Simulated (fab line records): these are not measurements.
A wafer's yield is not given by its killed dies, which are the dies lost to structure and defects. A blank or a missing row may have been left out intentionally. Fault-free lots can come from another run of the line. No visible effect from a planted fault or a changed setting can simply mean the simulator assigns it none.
fab line records | flow n5Finfet
record lots=7 wafers=21
route steps=1938 shown ZERO_LAYER@4 PMOS_HMC_CHANNEL_EPI@63 DUMMY_GATE@225 SD_EPI_P@306 HKMG_FIN@428
startH: the number of hours between the record's first day and the start of the first shown wafer of the lot | waitH: time in hours since the lot's previous step | " unchanged from the row above | L1.1+2: several wafers, shown together as one row | - no value, or no start was given | * or withheld: withheld | < > ~ a bound
route shown NAME@n: names a module that has steps shown in the file, with the first one's number in the route | usual: mean and standard deviation over wafers with no fault | same: alike in all rows | chamber/n: place in a boat | sites: each site's reading | _std_site: standard deviation of those values | _edge_site: inner sites' mean taken away from outer sites' mean | radiusMm: how far each site lies from the wafer's centre | mask NAME#n: copy n | behind: tool/chamber where the wafer was last shaped | hold: why the lot went on hold/how many hours it stayed there/how the hold came to an end | device: names the non-switching transistor (n, p or np) | end of line: at the end of the route, the tests of the same wafers | for a step that has no rows: nothing shown but its recipe | killed: dies lost to structure and defects at the first sort, not the wafer's yield | map: dies across one wafer; x = killed, . = not, _ = none there
set.NAME: the setting as run; set.NAME@STEP: as run at that earlier step | model.NAME: the simulator's own value behind a step, which no gauge read
one table per step and one row per wafer, for lots whose settings were changed on purpose
## steps
# step N5_ZERO_LAYER_PECVD_02
# recipe material=SiO2 targetThkA=100 tempC=400 precursor=SiH4/N2O pressureTorr=0.75 rfW=275 timeS=6
# columns lot.wafer tool chamber startH waitH set.timeS model.SiO2_of_ZERO_LAYER_PECVD_02.thkNm
L076.1 pecvd-02 0 24.29 0.0 6.701 11.12
L076.2 " 1 " " 6 10.05
L076.5 " 0 " " 6.701 11.41
L077.3 pecvd-03 0 30.28 0.0 5.229 8.64
L077.4 " 0 " " 6 10.1
L077.6 " 2 " " 6 10.31
L082.2 pecvd-02 1 60.28 0.0 6.647 11
L082.4 " 2 " " 6 10.12
L082.5 " 0 " " 6.647 11.18
L084.1 pecvd-03 2 72.29 0.0 6 9.833
L084.3 " 0 " " 6 9.91
L084.4 " 1 " " 6 10.14
L085.1 pecvd-03 0 78.30 0.0 6 9.946
L085.4 " 0 " " 6 10.19
L085.5 " 1 " " 6 10.26
L096.2 pecvd-01 1 144.28 0.0 6 9.645
L096.5 " 1 " " 6 9.742
L096.6 " 0 " " 6 9.863
L097.1 pecvd-03 0 150.30 0.0 6 9.826
L097.3 " 1 " " 6 10.03
L097.4 " 2 " " 6 10.12
# step N5_PMOS_HMC_CHANNEL_EPI_PEB_07
# recipe pebTempC=110 pebTimeS=60 resist=CAR-ArF-block
# columns lot.wafer tool chamber startH waitH set.pebTimeS
L076.1+2+5 lithoTrack-02 0 29.48 0.1 60
L077.3+6 lithoTrack-01 0 35.12 0.0 73.23
L077.4 " 0 " " 60
L082.2+4+5 lithoTrack-02 0 65.03 0.0 60
L084.1 lithoTrack-01 0 76.76 0.1 68.54
L084.3+4 " 0 " " 60
L085.1 lithoTrack-03 0 83.15 0.1 70.84
L085.4+5 " 0 " " 60
L096.2+5 lithoTrack-02 0 149.47 0.0 66.25
L096.6 " 0 " " 60
L097.1+3+4 lithoTrack-03 0 155.18 0.1 60
# step N5_PMOS_HMC_CHANNEL_EPI_DEVELOP_08
# recipe developTimeS=30 developer=TMAH resist=CAR-ArF-block devTempC=23 rinseLiquid=diw dry=airSpin
# columns lot.wafer tool chamber startH waitH set.developTimeS
L076.1+2 lithoTrack-02 0 - - 30
L076.5 " 0 " " 25.3
L077.3+6 lithoTrack-01 0 - - 34.4
L077.4 " 0 " " 30
L082.2+4+5 lithoTrack-02 0 - - 30
L084.1+3 lithoTrack-01 0 - - 25.52
L084.4 " 0 " " 30
L085.1+5 lithoTrack-03 0 - - 36.46
L085.4 " 0 " " 30
L096.2+5+6 lithoTrack-02 0 - - 30
L097.1+3+4 lithoTrack-03 0 - - 30
# step N5_PMOS_HMC_CHANNEL_EPI_CD_MEAS_09
# recipe targetCdNm=237.4 landingEnergyEv=500 detector=seInlens
# usual cdNm=237.5/1.1
# columns lot.wafer tool chamber startH waitH set.pebTimeS@PMOS_HMC_CHANNEL_EPI_PEB_07 cdNm
L076.1 cdSem-02 0 29.55 - 60 236.8
L076.2 " 0 " " 60 236.3
L076.5 " 0 " " 60 235.5
L077.3 cdSem-01 0 35.19 - 73.23 245.9
L077.4 " 0 " " 60 236.7
L077.6 " 0 " " 73.23 245.8
L082.2 cdSem-03 0 65.09 - 60 238.4
L082.4 " 0 " " 60 237.9
L082.5 " 0 " " 60 236.8
L084.1 cdSem-03 0 76.83 - 68.54 241.2
L084.3 " 0 " " 60 237.4
L084.4 " 0 " " 60 237.2
L085.1 cdSem-03 0 83.22 - 70.84 247.0
L085.4 " 0 " " 60 240.7
L085.5 " 0 " " 60 239.6
L096.2 cdSem-01 0 149.54 - 66.25 241.8
L096.5 " 0 " " 66.25 241.2
L096.6 " 0 " " 60 236.6
L097.1 cdSem-03 0 155.24 - 60 238.7
L097.3 " 0 " " 60 239.0
L097.4 " 0 " " 60 237.9
# step N5_PMOS_HMC_CHANNEL_EPI_DESCUM_14
# recipe chemistry=O2 timeS=7.9 sourcePowerW=50 biasPowerW=20 pressureMtorr=20 rfFrequencyHz=2.712e+07 tempC=40 resist=CAR-ArF-block o2FlowSccm=225
# columns lot.wafer tool chamber startH waitH set.pebTimeS@PMOS_HMC_CHANNEL_EPI_PEB_07 model.PMOS_HMC_CHANNEL_EPI.cdNm
L076.1 rieDiel-01 2 29.64 0.0 60 236.4
L076.2 " 1 " " 60 236.2
L076.5 " 0 " " 60 235.4
L077.3 rieDiel-01 1 35.27 0.0 73.23 245.5
L077.4 " 2 " " 60 236.7
L077.6 " 2 " " 73.23 246
L082.2 rieDiel-06 3 65.18 0.0 60 238.6
L082.4 " 1 " " 60 237.9
L082.5 " 0 " " 60 236.4
L084.1 rieDiel-01 0 76.92 0.0 68.54 241.3
L084.3 " 3 " " 60 237.3
L084.4 " 1 " " 60 237
L085.1 rieDiel-01 1 83.31 0.0 70.84 246.9
L085.4 " 3 " " 60 240.4
L085.5 " 1 " " 60 239.7
L096.2 rieDiel-03 2 149.62 0.0 66.25 241.9
L096.5 " 3 " " 66.25 241.3
L096.6 " 2 " " 60 236.5
L097.1 rieDiel-01 0 155.33 0.0 60 238.6
L097.3 " 2 " " 60 239.2
L097.4 " 3 " " 60 237.7
# step N5_PMOS_HMC_CHANNEL_EPI_ETCH_32
# recipe chemistry=N2/H2 target=BARC stopOn=SiO2 targetDepthA=858 overEtchFrac=0.3 timeS=50.3 ionEnergyEv=200 maskMaterial=CAR-ArF-block pressureMtorr=30 sourceW=840 biasW=150 n2FlowSccm=200 h2FlowSccm=200
# columns lot.wafer tool chamber startH waitH set.pebTimeS@PMOS_HMC_CHANNEL_EPI_PEB_07 model.PMOS_HMC_CHANNEL_EPI.cdNm
L076.1 rieDiel-01 2 29.68 0.0 60 238.3
L076.2 " 1 " " 60 239.1
L076.5 " 0 " " 60 238.1
L077.3 rieDiel-01 1 35.31 0.0 73.23 248.5
L077.4 " 2 " " 60 239.1
L077.6 " 2 " " 73.23 248.1
L082.2 rieDiel-06 3 65.21 0.0 60 240.6
L082.4 " 1 " " 60 241.2
L082.5 " 0 " " 60 238.2
L084.1 rieDiel-01 0 76.95 0.0 68.54 244.3
L084.3 " 3 " " 60 239.7
L084.4 " 1 " " 60 239.6
L085.1 rieDiel-01 1 83.34 0.0 70.84 249.6
L085.4 " 3 " " 60 242.3
L085.5 " 1 " " 60 242.7
L096.2 rieDiel-03 2 149.66 0.0 66.25 245.6
L096.5 " 3 " " 66.25 243.8
L096.6 " 2 " " 60 239.8
L097.1 rieDiel-01 0 155.37 0.0 60 241.5
L097.3 " 2 " " 60 241.8
L097.4 " 3 " " 60 240.3
# step N5_PMOS_HMC_CHANNEL_EPI_HM_OPEN_15
# recipe chemistry=CHF3/O2 target=SiO2 maskMaterial=CAR-ArF-block targetDepthA=406 CHF3_flow_sccm=50 O2_flow_sccm=5 Ar_flow_sccm=200 timeS=20.3 pressureMtorr=30 sourceW=650 biasW=170 ionEnergyEv=200
# step N5_PMOS_HMC_CHANNEL_EPI_STRIP_33
# recipe chemistry=N2/H2 powerW=500 tempC=40 pressureMtorr=50 rfFrequencyHz=6e+07 overashFraction=0.3 biasPowerW=8 h2Frac=0.5 n2FlowSccm=300 h2FlowSccm=300
# step N5_PMOS_HMC_CHANNEL_EPI_STRIP_17
# recipe chemistry=SPM timeS=750 tempC=130 h2so4H2o2VolRatio=4 dry=ipaMarangoni
# step N5_PMOS_HMC_CHANNEL_EPI_ETCH_38
# recipe chemistry=CF4 target=SiO2 targetDepthA=15 ionEnergyEv=350 pressureMtorr=10 icpW=800 biasW=400 cf4FlowSccm=80
# columns lot.wafer tool chamber startH waitH set.pebTimeS@PMOS_HMC_CHANNEL_EPI_PEB_07 model.PMOS_HMC_CHANNEL_EPI.cdNm
L076.1+5 rieSi-02 1 30.08 0.0 60 238.2
L076.2 " 0 " " 60 239.3
L077.3 rieSi-03 3 35.71 0.0 73.23 248.6
L077.4 " 2 " " 60 238.9
L077.6 " 0 " " 73.23 248
L082.2 rieSi-02 0 65.62 0.0 60 240.4
L082.4 " 2 " " 60 241.3
L082.5 " 3 " " 60 238.3
L084.1 rieSi-05 0 77.35 0.0 68.54 244.5
L084.3+4 " 1,3 " " 60 239.8
L085.1 rieSi-03 0 83.76 0.0 70.84 249.8
L085.4 " 1 " " 60 242.3
L085.5 " 3 " " 60 242.7
L096.2 rieSi-03 2 150.06 0.0 66.25 245.5
L096.5 " 3 " " 66.25 243.7
L096.6 " 0 " " 60 239.8
L097.1 rieSi-05 1 155.77 0.0 60 241.7
L097.3 " 0 " " 60 241.8
L097.4 " 3 " " 60 240.3
# step N5_DUMMY_GATE_COAT_09
# recipe resist=CAR-EUV spinRpm=1500 resistThkNm=30
# columns lot.wafer tool chamber startH waitH set.spinRpm model.CAR-EUV_of_DUMMY_GATE_COAT_09.thkNm
L076.1+2 lithoTrack-05 0 - - 1500 30
L076.5 " 0 " " 1448 30.4
L077.3 lithoTrack-05 0 - - 1345 31.6
L077.4+6 " 0 " " 1500 30
L082.2+5 lithoTrack-02 0 - - 1500 30
L082.4 " 0 " " 1500 30.2
L084.1 lithoTrack-03 0 - - 1345 31.8
L084.3 " 0 " " 1345 32
L084.4 " 0 " " 1500 30.2
L085.1+4+5 lithoTrack-02 0 - - 1500 30
L096.2+6 lithoTrack-02 0 - - 1500 30
L096.5 " 0 " " 1553 29.4
L097.1+4 lithoTrack-02 0 - - 1500 30
L097.3 " 0 " " 1500 30.2
# step N5_DUMMY_GATE_EXPOSE_12
# recipe maskId=GATE na=0.33 sourceShape=annular sigmaInner=0.2 sigmaOuter=0.6 polarization=unpolarized targetCdNm=25 doseMj=34
# columns lot.wafer tool chamber startH waitH mask set.doseMj
L076.1+2+5 euvScanner-02 0 59.57 - GATE#0 34
L077.3 euvScanner-01 0 63.77 - GATE#0 35.74
L077.4+6 " 0 " " GATE#0 34
L082.2+4+5 euvScanner-02 0 92.56 - GATE#0 34
L084.1 euvScanner-02 0 104.44 - GATE#0 34
L084.3+4 " 0 " " GATE#0 36.31
L085.1+4+5 euvScanner-01 0 110.97 - GATE#0 34
L096.2+5+6 euvScanner-01 0 177.69 - GATE#0 34
L097.1+3+4 euvScanner-01 0 183.15 - GATE#0 34
# step N5_DUMMY_GATE_PEB_13
# recipe pebTempC=100 pebTimeS=60 resist=CAR-EUV
# step N5_DUMMY_GATE_DEVELOP_14
# recipe developTimeS=30 developer=TMAH resist=CAR-EUV rinseLiquid=surfactantRinse dry=airSpin devTempC=23
# step N5_DUMMY_GATE_DESCUM_20
# recipe chemistry=O2 timeS=6.2 sourcePowerW=50 biasPowerW=20 pressureMtorr=20 rfFrequencyHz=2.712e+07 tempC=40 resist=CAR-EUV o2FlowSccm=225
# columns lot.wafer tool chamber startH waitH set.spinRpm@DUMMY_GATE_COAT_09 model.CAR-EUV_of_DUMMY_GATE_COAT_09.thkNm
L076.1+2 rieDiel-01 0,2 59.83 0.0 1500 26.4
L076.5 " 3 " " 1448 27
L077.3 rieDiel-03 0 64.02 0.0 1345 28.2
L077.4+6 " 2,0 " " 1500 26.4
L082.2+4+5 rieDiel-03 3,3,0 92.82 0.0 1500 26.6
L084.1 rieDiel-06 1 104.70 0.0 1345 28.2
L084.3 " 2 " " 1345 28.4
L084.4 " 0 " " 1500 26.6
L085.1+4+5 rieDiel-01 3,0,0 111.23 0.0 1500 26.4
L096.2 rieDiel-03 1 177.94 0.0 1500 26.6
L096.5 " 3 " " 1553 25.8
L096.6 " 0 " " 1500 26.4
L097.1+3+4 rieDiel-06 3,0,2 183.41 0.0 1500 26.6
# step N5_DUMMY_GATE_ETCH_29
# recipe chemistry=N2/H2 target=underlayer targetDepthA=130 ionEnergyEv=200 pressureMtorr=30 sourceW=840 biasW=150 n2FlowSccm=200 h2FlowSccm=200
# step N5_DUMMY_GATE_ETCH_36
# recipe chemistry=CF4 target=SiARC targetDepthA=130 pressureMtorr=40 sourceW=545 biasW=36 Ar_flow_sccm=100 cf4FlowSccm=100 ionEnergyEv=80
# step N5_DUMMY_GATE_STRIP_38
# recipe chemistry=N2/H2 tempC=40 n2FlowSccm=200 h2FlowSccm=200 rfFrequencyHz=6e+07
# step N5_DUMMY_GATE_STRIP_39
# recipe chemistry=N2/H2 tempC=40 n2FlowSccm=200 h2FlowSccm=200 rfFrequencyHz=6e+07
# step N5_DUMMY_GATE_TRIM_49
# recipe chemistry=O2 resist=SOC timeS=29 targetCdNm=14 sourcePowerW=300 biasPowerW=0 O2_flow_sccm=100 tempC=20
# columns lot.wafer tool chamber startH waitH set.doseMj@DUMMY_GATE_EXPOSE_12 model.DUMMY_GATE.cdNm
L076.1 rieSi-03 0 60.06 0.0 34 13.2
L076.2 " 2 " " 34 13.4
L076.5 " 2 " " 34 13.6
L077.3 rieSi-05 3 64.24 0.0 35.74 13
L077.4 " 3 " " 34 13.6
L077.6 " 2 " " 34 13.8
L082.2 rieSi-05 1 93.04 0.0 34 14.2
L082.4 " 0 " " 34 14
L082.5 " 1 " " 34 14.4
L084.1 rieSi-05 3 104.92 0.0 34 14
L084.3+4 " 2,0 " " 36.31 12.8
L085.1 rieSi-02 3 111.47 0.0 34 14.2
L085.4+5 " 2,0 " " 34 14
L096.2 rieSi-02 3 178.16 0.0 34 14.6
L096.5+6 " 3,2 " " 34 14.2
L097.1 rieSi-03 3 183.64 0.0 34 13.8
L097.3 " 1 " " 34 14
L097.4 " 0 " " 34 13.6
# step N5_SD_EPI_P_DESCUM_14
# recipe chemistry=O2 timeS=7.9 sourcePowerW=50 biasPowerW=20 pressureMtorr=20 rfFrequencyHz=2.712e+07 tempC=40 resist=CAR-ArF-block o2FlowSccm=225
# columns lot.wafer tool chamber startH waitH set.timeS
L076.1+2 rieDiel-01 0,3 67.64 0.0 8.591
L076.5 " 3 " " 7.9
L077.3+4+6 rieDiel-01 0,2,0 70.67 0.0 7.9
L082.2 rieDiel-03 2 102.27 0.0 7.9
L082.4+5 " 2,3 " " 9.158
L084.1+4 rieDiel-03 3,0 111.36 0.0 9.667
L084.3 " 1 " " 7.9
L085.1 rieDiel-06 2 118.43 0.0 7.9
L085.4+5 " 2,3 " " 6.871
L096.2+5 rieDiel-06 3,0 185.65 0.0 7.9
L096.6 " 1 " " 8.832
L097.1+3+4 rieDiel-03 2,1,1 193.18 0.0 7.9
# step N5_SD_EPI_P_ETCH_36
# recipe chemistry=CF4 target=SiARC targetDepthA=455 maskMaterial=CAR-ArF-block timeS=75.8 ionEnergyEv=80 pressureMtorr=40 sourceW=545 biasW=36 Ar_flow_sccm=100 cf4FlowSccm=100 ends=cleared
# usual rfVppV=184.2/1.2
# columns lot.wafer tool chamber startH waitH set.biasW set.timeS@SD_EPI_P_DESCUM_14 rfVppV model.CAR-ArF-block_of_SD_EPI_P_COAT_03.thkNm
L076.1 rieDiel-01 0 67.68 0.0 36 8.591 186.4 110.4
L076.2 " 3 " " 36 8.591 183.3 110
L076.5 " 3 " " 36 7.9 182.1 110.6
L077.3 rieDiel-01 0 70.70 0.0 38.45 7.9 194.2 111
L077.4 " 2 " " 36 7.9 184.7 110.6
L077.6 " 0 " " 38.45 7.9 190.5 111.2
L082.2 rieDiel-03 2 102.30 0.0 36 7.9 182.7 111
L082.4 " 2 " " 36 9.158 184.4 110.2
L082.5 " 3 " " 36 9.158 183.7 110.6
L084.1 rieDiel-03 3 111.39 0.0 31.38 9.667 168.6 109.4
L084.3 " 1 " " 31.38 7.9 168.7 111
L084.4 " 0 " " 31.38 9.667 169.6 109.4
L085.1 rieDiel-06 2 118.47 0.0 30.7 7.9 166.3 111.6
L085.4 " 2 " " 30.7 6.871 165.4 111.8
L085.5 " 3 " " 36 6.871 185.2 112
L096.2 rieDiel-06 3 185.69 0.0 30.14 7.9 166.0 111.4
L096.5 " 0 " " 36 7.9 182.7 111.2
L096.6 " 1 " " 36 8.832 183.0 110.6
L097.1 rieDiel-03 2 193.22 0.0 36 7.9 185.3 110.8
L097.3 " 1 " " 36 7.9 182.4 111
L097.4 " 1 " " 36 7.9 186.0 111.2
# step N5_HKMG_FIN_PEB_10
# recipe pebTempC=withheld pebTimeS=60 resist=CAR-ArF
# columns lot.wafer tool chamber startH waitH set.pebTimeS
L076.1 lithoTrack-04 0 88.48 0.1 60
L076.2+5 " 0 " " 51.64
L077.3+4+6 lithoTrack-01 0 90.88 0.0 60
L082.2+5 lithoTrack-01 0 124.00 0.0 47.98
L082.4 " 0 " " 60
L084.1 lithoTrack-01 0 132.20 0.1 60
L084.3+4 " 0 " " 47.14
L085.1+4+5 lithoTrack-03 0 139.27 0.1 60
L096.2+6 lithoTrack-01 0 207.93 0.0 73.49
L096.5 " 0 " " 60
L097.1+3+4 lithoTrack-01 0 215.01 0.1 60
# step N5_HKMG_FIN_DEVELOP_11
# recipe developTimeS=30 developer=TMAH resist=CAR-ArF devTempC=23 rinseLiquid=diw dry=airSpin
# columns lot.wafer tool chamber startH waitH set.developTimeS
L076.1+5 lithoTrack-04 0 - - 34.01
L076.2 " 0 " " 30
L077.3+6 lithoTrack-01 0 - - 32.48
L077.4 " 0 " " 30
L082.2 lithoTrack-01 0 - - 30
L082.4+5 " 0 " " 35.16
L084.1 lithoTrack-01 0 - - 30
L084.3+4 " 0 " " 26.72
L085.1 lithoTrack-03 0 - - 34.95
L085.4+5 " 0 " " 30
L096.2+5 lithoTrack-01 0 - - 30
L096.6 " 0 " " 25.65
L097.1+3+4 lithoTrack-01 0 - - 30
# step N5_HKMG_FIN_CD_MEAS_12
# recipe targetCdNm=92.8 landingEnergyEv=500 detector=seInlens
# usual cdNm=93.0/0.59
# columns lot.wafer tool chamber startH waitH set.pebTimeS@HKMG_FIN_PEB_10 cdNm
L076.1 cdSem-03 0 88.55 - 60 93.4
L076.2 " 0 " " 51.64 86.8
L076.5 " 0 " " 51.64 88.4
L077.3 cdSem-01 0 90.95 - 60 92.7
L077.4 " 0 " " 60 93.1
L077.6 " 0 " " 60 93.7
L082.2 cdSem-02 0 124.07 - 47.98 85.0
L082.4 " 0 " " 60 94.4
L082.5 " 0 " " 47.98 86.9
L084.1 cdSem-02 0 132.27 - 60 93.1
L084.3 " 0 " " 47.14 84.2
L084.4 " 0 " " 47.14 83.7
L085.1 cdSem-03 0 139.34 - 60 94.0
L085.4 " 0 " " 60 92.9
L085.5 " 0 " " 60 94.1
L096.2 cdSem-01 0 208.00 - 73.49 98.3
L096.5 " 0 " " 60 92.5
L096.6 " 0 " " 73.49 98.1
L097.1 cdSem-01 0 215.08 - 60 93.7
L097.3 " 0 " " 60 93.5
L097.4 " 0 " " 60 92.6
## key
split step=N5_ZERO_LAYER_PECVD_02 setting=timeS stated=6 by=wafer
response step=N5_ZERO_LAYER_PECVD_02 reading=model.SiO2_of_ZERO_LAYER_PECVD_02.thkNm change=+0.107 per=1% r=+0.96
split step=N5_PMOS_HMC_CHANNEL_EPI_PEB_07 setting=pebTimeS stated=60 by=wafer
response step=N5_PMOS_HMC_CHANNEL_EPI_CD_MEAS_09 reading=cdNm change=+0.384 per=1% r=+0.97
response step=N5_PMOS_HMC_CHANNEL_EPI_DESCUM_14 reading=model.PMOS_HMC_CHANNEL_EPI.cdNm change=+0.387 per=1% r=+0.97
response step=N5_PMOS_HMC_CHANNEL_EPI_ETCH_32 reading=model.PMOS_HMC_CHANNEL_EPI.cdNm change=+0.401 per=1% r=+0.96
response step=N5_PMOS_HMC_CHANNEL_EPI_ETCH_38 reading=model.PMOS_HMC_CHANNEL_EPI.cdNm change=+0.407 per=1% r=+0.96
split step=N5_PMOS_HMC_CHANNEL_EPI_DEVELOP_08 setting=developTimeS stated=30 by=wafer
response none clear
split step=N5_DUMMY_GATE_COAT_09 setting=spinRpm stated=1500 by=wafer
response step=N5_DUMMY_GATE_COAT_09 reading=model.CAR-EUV_of_DUMMY_GATE_COAT_09.thkNm change=-0.158 per=1% r=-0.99
response step=N5_DUMMY_GATE_DESCUM_20 reading=model.CAR-EUV_of_DUMMY_GATE_COAT_09.thkNm change=-0.171 per=1% r=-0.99
split step=N5_DUMMY_GATE_EXPOSE_12 setting=doseMj stated=34 by=wafer
response step=N5_DUMMY_GATE_TRIM_49 reading=model.DUMMY_GATE.cdNm change=-0.162 per=1% r=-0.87
split step=N5_SD_EPI_P_DESCUM_14 setting=timeS stated=7.9 by=wafer
response step=N5_SD_EPI_P_ETCH_36 reading=model.CAR-ArF-block_of_SD_EPI_P_COAT_03.thkNm change=-0.0536 per=1% r=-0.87
split step=N5_SD_EPI_P_ETCH_36 setting=biasW stated=36 by=wafer
response step=N5_SD_EPI_P_ETCH_36 reading=rfVppV change=+1.16 per=1% r=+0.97
split step=N5_HKMG_FIN_PEB_10 setting=pebTimeS stated=60 by=wafer
response step=N5_HKMG_FIN_CD_MEAS_12 reading=cdNm change=+0.369 per=1% r=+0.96
split step=N5_HKMG_FIN_DEVELOP_11 setting=developTimeS stated=30 by=wafer
response none clear
